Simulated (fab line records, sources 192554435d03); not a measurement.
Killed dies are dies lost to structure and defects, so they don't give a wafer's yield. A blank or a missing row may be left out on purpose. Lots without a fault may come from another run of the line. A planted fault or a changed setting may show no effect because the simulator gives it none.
fab line records | flow n5_finfet
record lots=7 wafers=21
route steps=1938 shown SDB@361 HKMG_FIN@427 MOL_CONTACT_COAG@579 BEOL_M0_SAQP@642 BEOL_M1@758 BEOL_M2@846 BEOL_M3@957
start_h: hours from the record's first day to the start of the lot's first wafer shown | wait_h: hours since the lot's step before | " the same as in the row above | L1.1+2: a row that stands for several wafers | - no value, or no start given | * or withheld: withheld | < > ~ a bound
route shown NAME@n: a module of which the file shows steps, and the number in the route of the first | usual: mean/standard deviation of fault-free wafers | same: alike in all rows | chamber/n: place in a boat | sites: the reading at each site | _std_site: their standard deviation | _edge_site: outer sites' mean less inner sites' | radius_mm: how far each site lies from the wafer's centre | mask NAME#n: copy n | behind: the tool/chamber that last shaped the wafer | hold: why the lot was held/for how many hours/how that ended | device: the transistor (n, p or np) that didn't switch | end of line: the same wafers' tests at the end of the route | a step without rows: its recipe alone | killed: dies lost to structure and defects at the first sort, not the wafer's yield | map: a wafer's dies, x killed, . not, _ none there
set.NAME: the setting as run; set.NAME@STEP: as run at that earlier step | model.NAME: the simulator's own value behind a step, which no gauge read
lots whose settings were changed on purpose; a table a step, a row a wafer
## steps
# step N5_SDB_ETCH_18
# recipe chemistry=N2/H2 target=SOC target_depth_a=1000 overetch_a=200 mask_material=SiARC temp_c=40 time_s=150 ion_energy_ev=200 pressure_mtorr=30 source_w=840 bias_w=150 n2_flow_sccm=200 h2_flow_sccm=200
# columns lot.wafer tool chamber start_h wait_h set.time_s model.SiARC_of_SDB_COAT_04.thk_nm
L074.3+6 rie_diel-06 2 70.74 0.0 150 13
L074.5 " 1 " " 150 12.8
L076.1 rie_diel-06 1 77.65 0.0 150 12.6
L076.2 " 2 " " 165.2 12.4
L076.5 " 2 " " 150 13
L081.1 rie_diel-05 2 107.54 0.0 150 12.8
L081.2+6 " 1,2 " " 120.3 13.8
L083.1 rie_diel-02 3 119.41 0.0 150 12.6
L083.3 " 2 " " 150 12.8
L083.4 " 1 " " 150 13
L086.2 rie_diel-06 0 138.16 0.0 177.7 12.2
L086.5 " 2 " " 150 13
L086.6 " 3 " " 177.7 12
L087.3 rie_diel-05 0 145.29 0.0 150 12.6
L087.4+5 " 3,2 " " 150 13
L092.1 rie_diel-06 1 175.02 0.0 172.7 11.8
L092.5 " 0 " " 172.7 12.4
L092.6 " 1 " " 150 12.8
# step N5_HKMG_FIN_EXPOSE_09
# recipe mask_id=NWFM na=1.35 source_shape=conventional sigma_outer=0.8 polarization=unpolarized dose_mj=39.25
# columns lot.wafer tool chamber start_h wait_h mask set.dose_mj
L074.3+5+6 arfi_scanner-02 0 79.42 - NWFM#0 39.25
L076.1+2+5 arfi_scanner-01 0 86.52 - NWFM#0 39.25
L081.1+6 arfi_scanner-03 0 116.11 - NWFM#0 39.25
L081.2 " 0 " " NWFM#0 37.99
L083.1+3+4 arfi_scanner-01 0 128.32 - NWFM#0 39.25
L086.2 arfi_scanner-02 0 147.00 - NWFM#0 39.25
L086.5+6 " 0 " " NWFM#0 42.07
L087.3+4 arfi_scanner-02 0 155.68 - NWFM#0 39.25
L087.5 " 0 " " NWFM#0 38
L092.1+5+6 arfi_scanner-01 0 183.93 - NWFM#0 39.25
# step N5_HKMG_FIN_PEB_10
# recipe peb_temp_c=withheld peb_time_s=60 resist=CAR-ArF
# step N5_HKMG_FIN_DEVELOP_11
# recipe develop_time_s=30 developer=TMAH resist=CAR-ArF dev_temp_c=23 rinse_liquid=diw dry=air_spin
# step N5_HKMG_FIN_CD_MEAS_12
# recipe target_cd_nm=92.8 landing_energy_ev=500 detector=se_inlens
# usual cd_nm=93.1/0.62
# columns lot.wafer tool chamber start_h wait_h set.dose_mj@HKMG_FIN_EXPOSE_09 cd_nm
L074.3 cd_sem-02 0 79.54 - 39.25 93.3
L074.5 " 0 " " 39.25 92.9
L074.6 " 0 " " 39.25 92.2
L076.1 cd_sem-02 0 86.64 - 39.25 93.9
L076.2 " 0 " " 39.25 93.8
L076.5 " 0 " " 39.25 93.6
L081.1 cd_sem-03 0 116.24 - 39.25 93.9
L081.2 " 0 " " 37.99 91.4
L081.6 " 0 " " 39.25 93.4
L083.1 cd_sem-02 0 128.44 - 39.25 93.8
L083.3 " 0 " " 39.25 93.1
L083.4 " 0 " " 39.25 92.9
L086.2 cd_sem-02 0 147.12 - 39.25 92.7
L086.5 " 0 " " 42.07 97.3
L086.6 " 0 " " 42.07 97.0
L087.3 cd_sem-01 0 155.80 - 39.25 92.5
L087.4 " 0 " " 39.25 93.7
L087.5 " 0 " " 38 90.8
L092.1 cd_sem-01 0 184.05 - 39.25 93.8
L092.5 " 0 " " 39.25 92.0
L092.6 " 0 " " 39.25 92.5
# step N5_MOL_CONTACT_COAG_ALD_131
# recipe material=SiO2 target_thk_a=50 temp_c=100 ald_precursor_family=BDEAS ald_co_reactant=O2-plasma pulse_time_s=1 co_reactant_pulse_time_s=1 purge_time_s=2 co_reactant_purge_time_s=2 ald_cycles=35 pressure_torr=2
# columns lot.wafer tool chamber start_h wait_h set.ald_cycles model.SiO2_of_MOL_CONTACT_COAG_ALD_131.thk_nm
L074.3+5 ald_sin-02 1,2 103.54 0.1 35 5
L074.6 " 3 " " 38 5.4
L076.1 ald_sin-02 2 109.54 0.1 35 5
L076.2+5 " 3 " " 30 4.2
L081.1+2+6 ald_sin-02 2,3,1 140.42 0.1 35 5
L083.1+3+4 ald_sin-03 0,2,3 151.05 0.1 35 5
L086.2+5+6 ald_sin-01 1,3,2 172.65 0.1 35 5
L087.3+4+5 ald_sin-02 3,2,3 180.01 0.6 31 4.4
L092.1+6 ald_sin-02 2,1 212.76 0.1 31 4.4
L092.5 " 2 " " 35 5
# step N5_MOL_CONTACT_COAG_ETCH_91
# recipe chemistry=N2/H2 target=SOC target_depth_a=600 overetch_a=210 mask_material=SiARC temp_c=40 time_s=101.2 ion_energy_ev=200 pressure_mtorr=30 source_w=840 bias_w=150 n2_flow_sccm=200 h2_flow_sccm=200
# usual rf_vpp_V=523.5/2.4
# columns lot.wafer tool chamber start_h wait_h set.source_w rf_vpp_V
L074.3 rie_diel-06 1 103.81 0.0 840 522.7
L074.5 " 0 " " 717.1 548.2
L074.6 " 3 " " 717.1 548.9
L076.1 rie_diel-06 3 109.76 0.0 908 508.5
L076.2 " 2 " " 908 512.9
L076.5 " 3 " " 908 506.5
L081.1 rie_diel-02 3 140.79 0.0 951.7 502.2
L081.2 " 1 " " 840 528.5
L081.6 " 2 " " 840 524.9
L083.1 rie_diel-02 1 151.52 0.0 840 525.2
L083.3 " 0 " " 840 524.3
L083.4 " 2 " " 840 524.0
L086.2 rie_diel-05 2 172.86 0.0 840 524.2
L086.5 " 3 " " 840 521.3
L086.6 " 1 " " 840 524.6
L087.3 rie_diel-06 2 180.23 0.0 840 526.0
L087.4 " 0 " " 696.4 553.0
L087.5 " 3 " " 840 519.5
L092.1 rie_diel-05 3 213.08 0.0 840 522.1
L092.5 " 2 " " 927.1 506.5
L092.6 " 1 " " 927.1 508.5
# step N5_BEOL_M0_SAQP_COAT_82
# recipe resist=SiARC temp_c=220 time_s=60 spin_rpm=1500 resist_thk_nm=30
# columns lot.wafer tool chamber start_h wait_h set.spin_rpm model.SiARC_of_BEOL_M0_SAQP_COAT_82.thk_nm
L074.3 litho_track-01 0 - - 1604 29.2
L074.5 " 0 " " 1500 30
L074.6 " 0 " " 1500 30.2
L076.1 litho_track-04 0 - - 1500 30
L076.2 " 0 " " 1565 29.4
L076.5 " 0 " " 1500 30.2
L081.1+2 litho_track-04 0 - - 1500 30
L081.6 " 0 " " 1577 29.2
L083.1+4 litho_track-04 0 - - 1500 30.2
L083.3 " 0 " " 1500 30
L086.2+5+6 litho_track-04 0 - - 1500 30
L087.3+4 litho_track-01 0 - - 1650 28.6
L087.5 " 0 " " 1500 30
L092.1 litho_track-02 0 - - 1500 30
L092.5+6 " 0 " " 1350 31.6
# step N5_BEOL_M0_SAQP_PEB_12
# recipe peb_temp_c=withheld peb_time_s=60 resist=CAR-ArF
# columns lot.wafer tool chamber start_h wait_h set.peb_time_s
L074.3+6 litho_track-02 0 111.60 0.0 54.32
L074.5 " 0 " " 60
L076.1+2 litho_track-01 0 117.50 0.1 60
L076.5 " 0 " " 71.43
L081.1+6 litho_track-04 0 148.76 0.1 60
L081.2 " 0 " " 68.73
L083.1+3+4 litho_track-04 0 161.27 0.1 60
L086.2+6 litho_track-01 0 181.01 0.0 60
L086.5 " 0 " " 53.41
L087.3+5 litho_track-02 0 189.10 0.0 60
L087.4 " 0 " " 47.74
L092.1+5 litho_track-04 0 220.58 0.1 60
L092.6 " 0 " " 47.38
# step N5_BEOL_M0_SAQP_DEVELOP_13
# recipe develop_time_s=30 developer=TMAH resist=CAR-ArF dev_temp_c=23 rinse_liquid=diw dry=air_spin
# step N5_BEOL_M0_SAQP_CD_MEAS_14
# recipe target_cd_nm=42.5 landing_energy_ev=500 detector=se_inlens
# usual cd_nm=42.4/0.37
# columns lot.wafer tool chamber start_h wait_h set.peb_time_s@BEOL_M0_SAQP_PEB_12 cd_nm
L074.3 cd_sem-03 0 111.67 - 54.32 44.8
L074.5 " 0 " " 60 42.3
L074.6 " 0 " " 54.32 44.7
L076.1 cd_sem-03 0 117.57 - 60 42.5
L076.2 " 0 " " 60 42.0
L076.5 " 0 " " 71.43 39.7
L081.1 cd_sem-02 0 148.82 - 60 41.9
L081.2 " 0 " " 68.73 40.5
L081.6 " 0 " " 60 41.7
L083.1 cd_sem-02 0 161.33 - 60 42.6
L083.3 " 0 " " 60 42.3
L083.4 " 0 " " 60 42.5
L086.2 cd_sem-02 0 181.08 - 60 42.1
L086.5 " 0 " " 53.41 44.4
L086.6 " 0 " " 60 42.7
L087.3 cd_sem-01 0 189.17 - 60 42.1
L087.4 " 0 " " 47.74 46.3
L087.5 " 0 " " 60 42.4
L092.1 cd_sem-02 0 220.65 - 60 42.3
L092.5 " 0 " " 60 41.9
L092.6 " 0 " " 47.38 46.4
# step N5_BEOL_M0_SAQP_DESCUM_19
# recipe chemistry=O2 time_s=7.9 source_power_w=50 bias_power_w=20 pressure_mtorr=20 rf_frequency_hz=2.712e+07 temp_c=40 resist=CAR-ArF o2_flow_sccm=225
# step N5_BEOL_M0_SAQP_ETCH_83
# recipe chemistry=CF4 target=SiARC target_depth_a=390 mask_material=CAR-ArF time_s=65 ion_energy_ev=80 pressure_mtorr=40 source_w=545 bias_w=36 Ar_flow_sccm=100 cf4_flow_sccm=100 ends=cleared
# columns lot.wafer tool chamber start_h wait_h set.spin_rpm@BEOL_M0_SAQP_COAT_82 model.etch.depth_nm model.CAR-ArF_of_BEOL_M0_SAQP_COAT_08.thk_nm
L074.3 rie_diel-04 0 111.79 0.0 1604 29.21 56.6
L074.5 " 1 " " 1500 30.09 55.6
L074.6 " 2 " " 1500 30.15 55.6
L076.1 rie_diel-03 1 117.90 0.0 1500 30.04 56
L076.2 " 3 " " 1565 29.36 56.2
L076.5 " 3 " " 1500 30.13 55.6
L081.1 rie_diel-01 1 149.22 0.0 1500 30.03 56
L081.2 " 0 " " 1500 30.01 55.6
L081.6 " 3 " " 1577 29.24 56.6
L083.1 rie_diel-04 1 161.46 0.0 1500 30.12 55.8
L083.3 " 0 " " 1500 30 56
L083.4 " 2 " " 1500 30.13 55.8
L086.2 rie_diel-03 1 181.20 0.0 1500 30.01 55.6
L086.5 " 0 " " 1500 29.96 55.8
L086.6 " 1 " " 1500 30.03 55.6
L087.3 rie_diel-03 2 189.59 0.0 1650 28.6 57
L087.4 " 0 " " 1650 28.55 57
L087.5 " 0 " " 1500 30.05 55.6
L092.1 rie_diel-03 3 220.78 0.0 1500 30.03 55.4
L092.5 " 0 " " 1350 31.59 54.2
L092.6 " 3 " " 1350 31.69 53.8
# step N5_BEOL_M1_COAT_05
# recipe resist=CAR-EUV spin_rpm=1500 resist_thk_nm=30
# columns lot.wafer tool chamber start_h wait_h set.spin_rpm model.CAR-EUV_of_BEOL_M1_COAT_05.thk_nm
L074.3 litho_track-02 0 - - 1500 30
L074.5+6 " 0 " " 1500 29.8
L076.1+2 litho_track-02 0 - - 1348 31.6
L076.5 " 0 " " 1500 30
L081.1+2+6 litho_track-02 0 - - 1500 30.2
L083.1+3+4 litho_track-01 0 - - 1500 30
L086.2 litho_track-03 0 - - 1500 30
L086.5 " 0 " " 1571 29.4
L086.6 " 0 " " 1500 30.2
L087.3+4+5 litho_track-02 0 - - 1500 30
L092.1+5+6 litho_track-01 0 - - 1500 30.2
# step N5_BEOL_M1_EBR_07
# recipe solvent=PGMEA ebr_width_mm=1.5
# step N5_BEOL_M1_SOFTBAKE_06
# recipe temp_c=110 time_s=60 resist=CAR-EUV
# step N5_BEOL_M1_EXPOSE_08
# recipe mask_id=M1 na=0.33 source_shape=dipole sigma_inner=0.369 sigma_outer=0.767 polarization=unpolarized dose_mj=33
# step N5_BEOL_M1_PEB_09
# recipe peb_temp_c=100 peb_time_s=60 resist=CAR-EUV
# step N5_BEOL_M1_DEVELOP_10
# recipe develop_time_s=30 developer=TMAH resist=CAR-EUV rinse_liquid=surfactant_rinse dry=air_spin dev_temp_c=23
# columns lot.wafer tool chamber start_h wait_h set.spin_rpm@BEOL_M1_COAT_05 model.CAR-EUV_of_BEOL_M1_COAT_05.thk_nm
L074.3 litho_track-01 0 - - 1500 29.6
L074.5+6 " 0 " " 1500 29.4
L076.1+2 litho_track-03 0 - - 1348 31.2
L076.5 " 0 " " 1500 29.4
L081.1 litho_track-02 0 - - 1500 29.6
L081.2+6 " 0 " " 1500 29.8
L083.1+3+4 litho_track-02 0 - - 1500 29.6
L086.2 litho_track-03 0 - - 1500 29.6
L086.5 " 0 " " 1571 29
L086.6 " 0 " " 1500 29.8
L087.3+4+5 litho_track-02 0 - - 1500 29.6
L092.1+5+6 litho_track-02 0 - - 1500 29.8
# step N5_BEOL_M1_ETCH_74
# recipe chemistry=N2/H2 target=underlayer target_depth_a=65 mask_material=CAR-EUV time_s=5.2 ion_energy_ev=200 pressure_mtorr=30 source_w=840 bias_w=150 n2_flow_sccm=200 h2_flow_sccm=200 ends=cleared
# usual etch_rf_on_time_s=5.26/0.11 rf_vpp_V=523.8/2.6
# columns lot.wafer tool chamber start_h wait_h set.bias_w etch_rf_on_time_s rf_vpp_V
L074.3 rie_diel-01 1 124.34 0.0 150 5.39 520.8
L074.5 " 0 " " 150 5.17 523.8
L074.6 " 1 " " 150 5.37 520.3
L076.1 rie_diel-04 1 135.90 0.0 150 5.19 527.5
L076.2 " 3 " " 150 5.27 520.5
L076.5 " 0 " " 163.5 5.13 557.2
L081.1 rie_diel-04 2 168.39 0.0 150 5.32 522.4
L081.2 " 1 " " 123.7 5.69 467.8
L081.6 " 3 " " 123.7 5.78 461.7
L083.1 rie_diel-04 3 175.71 0.0 150 5.25 522.3
L083.3 " 1 " " 150 5.16 526.3
L083.4 " 2 " " 150 5.28 521.3
L086.2 rie_diel-04 1 192.87 0.0 150 5.19 525.8
L086.5 " 3 " " 150 5.25 522.0
L086.6 " 2 " " 150 5.39 522.7
L087.3 rie_diel-04 3 205.50 0.0 150 5.21 522.4
L087.4 " 2 " " 150 5.33 523.8
L087.5 " 2 " " 138.5 5.55 498.0
L092.1 rie_diel-04 3 239.16 0.0 150 5.12 521.6
L092.5 " 2 " " 125.6 5.87 470.0
L092.6 " 3 " " 150 5.13 520.2
# step N5_BEOL_M2_COAT_62
# recipe resist=SiARC temp_c=220 time_s=60 spin_rpm=1500 resist_thk_nm=12
# columns lot.wafer tool chamber start_h wait_h set.spin_rpm model.SiARC_of_BEOL_M2_COAT_62.thk_nm
L074.3+5 litho_track-05 0 - - 1500 12
L074.6 " 0 " " 1414 12.4
L076.1+5 litho_track-05 0 - - 1554 11.8
L076.2 " 0 " " 1500 12
L081.1 litho_track-01 0 - - 1500 12
L081.2+6 " 0 " " 1656 11.4
L083.1+3+4 litho_track-04 0 - - 1500 12
L086.2+5+6 litho_track-01 0 - - 1500 12
L087.3+4 litho_track-04 0 - - 1631 11.4
L087.5 " 0 " " 1500 12
L092.1 litho_track-01 0 - - 1500 12
L092.5+6 " 0 " " 1333 12.8
# step N5_BEOL_M2_COAT_73
# recipe resist=underlayer temp_c=205 time_s=60 spin_rpm=1500 resist_thk_nm=5
# step N5_BEOL_M2_COAT_05
# recipe resist=CAR-EUV spin_rpm=1500 resist_thk_nm=30
# step N5_BEOL_M2_DESCUM_16
# recipe chemistry=O2 time_s=7 source_power_w=50 bias_power_w=20 pressure_mtorr=20 rf_frequency_hz=2.712e+07 temp_c=40 resist=CAR-EUV o2_flow_sccm=225
# step N5_BEOL_M2_ETCH_74
# recipe chemistry=N2/H2 target=underlayer target_depth_a=65 mask_material=CAR-EUV time_s=5.2 ion_energy_ev=200 pressure_mtorr=30 source_w=840 bias_w=150 n2_flow_sccm=200 h2_flow_sccm=200 ends=cleared
# step N5_BEOL_M2_ETCH_63
# recipe chemistry=CF4 target=SiARC target_depth_a=156 mask_material=CAR-EUV time_s=26 ion_energy_ev=80 pressure_mtorr=40 source_w=545 bias_w=36 Ar_flow_sccm=100 cf4_flow_sccm=100 ends=cleared
# columns lot.wafer tool chamber start_h wait_h set.spin_rpm@BEOL_M2_COAT_62 model.etch.depth_nm
L074.3 rie_diel-05 1 137.10 0.0 1500 12.03
L074.5 " 0 " " 1500 12
L074.6 " 3 " " 1414 12.36
L076.1 rie_diel-05 2 143.67 0.0 1554 11.73
L076.2 " 1 " " 1500 11.96
L076.5 " 0 " " 1554 11.78
L081.1 rie_diel-02 2 176.43 0.0 1500 11.97
L081.2 " 3 " " 1656 11.45
L081.6 " 0 " " 1656 11.42
L083.1 rie_diel-06 0 186.03 0.0 1500 12
L083.3 " 1 " " 1500 11.95
L083.4 " 3 " " 1500 11.98
L086.2+6 rie_diel-02 0,2 204.64 0.0 1500 12
L086.5 " 1 " " 1500 12.04
L087.3 rie_diel-06 2 214.99 0.0 1631 11.45
L087.4 " 0 " " 1631 11.47
L087.5 " 1 " " 1500 11.93
L092.1 rie_diel-05 1 254.87 0.0 1500 12.02
L092.5 " 1 " " 1333 12.74
L092.6 " 0 " " 1333 12.76
# step N5_BEOL_M3_COAT_67
# recipe resist=SOC temp_c=250 time_s=60 spin_rpm=1500 resist_thk_nm=60
# columns lot.wafer tool chamber start_h wait_h set.spin_rpm model.SOC_of_BEOL_M3_COAT_67.thk_nm
L074.3 litho_track-03 0 146.21 0.0 1500 60
L074.5 " 0 " " 1447 61.2
L074.6 " 0 " " 1500 60.2
L076.1+5 litho_track-02 0 152.32 0.0 1500 60
L076.2 " 0 " " 1429 61.4
L083.1+4 litho_track-03 0 197.53 0.0 1500 60.2
L083.3 " 0 " " 1500 60
L081.1 litho_track-03 0 197.76 0.0 1404 62
L081.2 " 0 " " 1500 60
L081.6 " 0 " " 1404 62.2
L086.2 litho_track-05 0 215.64 0.0 1500 60
L086.5 " 0 " " 1500 60.2
L086.6 " 0 " " 1427 61.4
L087.3+4+5 litho_track-02 0 230.18 0.0 1500 60
L092.1+5 litho_track-05 0 285.37 0.0 1565 58.6
L092.6 " 0 " " 1500 59.6
## key
split step=N5_SDB_ETCH_18 setting=time_s stated=150 by=wafer
response step=N5_SDB_ETCH_18 reading=model.SiARC_of_SDB_COAT_04.thk_nm change=-0.048 per=1% r=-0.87
split step=N5_HKMG_FIN_EXPOSE_09 setting=dose_mj stated=39.25 by=wafer
response step=N5_HKMG_FIN_CD_MEAS_12 reading=cd_nm change=+0.646 per=1% r=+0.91
split step=N5_MOL_CONTACT_COAG_ALD_131 setting=ald_cycles stated=35 by=wafer
response step=N5_MOL_CONTACT_COAG_ALD_131 reading=model.SiO2_of_MOL_CONTACT_COAG_ALD_131.thk_nm change=+0.0532 per=1% r=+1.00
split step=N5_MOL_CONTACT_COAG_ETCH_91 setting=source_w stated=840 by=wafer
response step=N5_MOL_CONTACT_COAG_ETCH_91 reading=rf_vpp_V change=-1.74 per=1% r=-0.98
split step=N5_BEOL_M0_SAQP_COAT_82 setting=spin_rpm stated=1500 by=wafer
response step=N5_BEOL_M0_SAQP_COAT_82 reading=model.SiARC_of_BEOL_M0_SAQP_COAT_82.thk_nm change=-0.148 per=1% r=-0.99
response step=N5_BEOL_M0_SAQP_ETCH_83 reading=model.etch.depth_nm change=-0.151 per=1% r=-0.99
response step=N5_BEOL_M0_SAQP_ETCH_83 reading=model.CAR-ArF_of_BEOL_M0_SAQP_COAT_08.thk_nm change=+0.139 per=1% r=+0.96
split step=N5_BEOL_M0_SAQP_PEB_12 setting=peb_time_s stated=60 by=wafer
response step=N5_BEOL_M0_SAQP_CD_MEAS_14 reading=cd_nm change=-0.175 per=1% r=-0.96
split step=N5_BEOL_M1_COAT_05 setting=spin_rpm stated=1500 by=wafer
response step=N5_BEOL_M1_COAT_05 reading=model.CAR-EUV_of_BEOL_M1_COAT_05.thk_nm change=-0.156 per=1% r=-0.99
response step=N5_BEOL_M1_DEVELOP_10 reading=model.CAR-EUV_of_BEOL_M1_COAT_05.thk_nm change=-0.172 per=1% r=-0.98
split step=N5_BEOL_M1_ETCH_74 setting=bias_w stated=150 by=wafer
response step=N5_BEOL_M1_ETCH_74 reading=etch_rf_on_time_s change=* per=1% r=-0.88
response step=N5_BEOL_M1_ETCH_74 reading=rf_vpp_V change=+3.28 per=1% r=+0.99
split step=N5_BEOL_M2_COAT_62 setting=spin_rpm stated=1500 by=wafer
response step=N5_BEOL_M2_COAT_62 reading=model.SiARC_of_BEOL_M2_COAT_62.thk_nm change=-0.0661 per=1% r=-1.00
response step=N5_BEOL_M2_ETCH_63 reading=model.etch.depth_nm change=-0.058 per=1% r=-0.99
split step=N5_BEOL_M3_COAT_67 setting=spin_rpm stated=1500 by=wafer
response step=N5_BEOL_M3_COAT_67 reading=model.SOC_of_BEOL_M3_COAT_67.thk_nm change=-0.293 per=1% r=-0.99
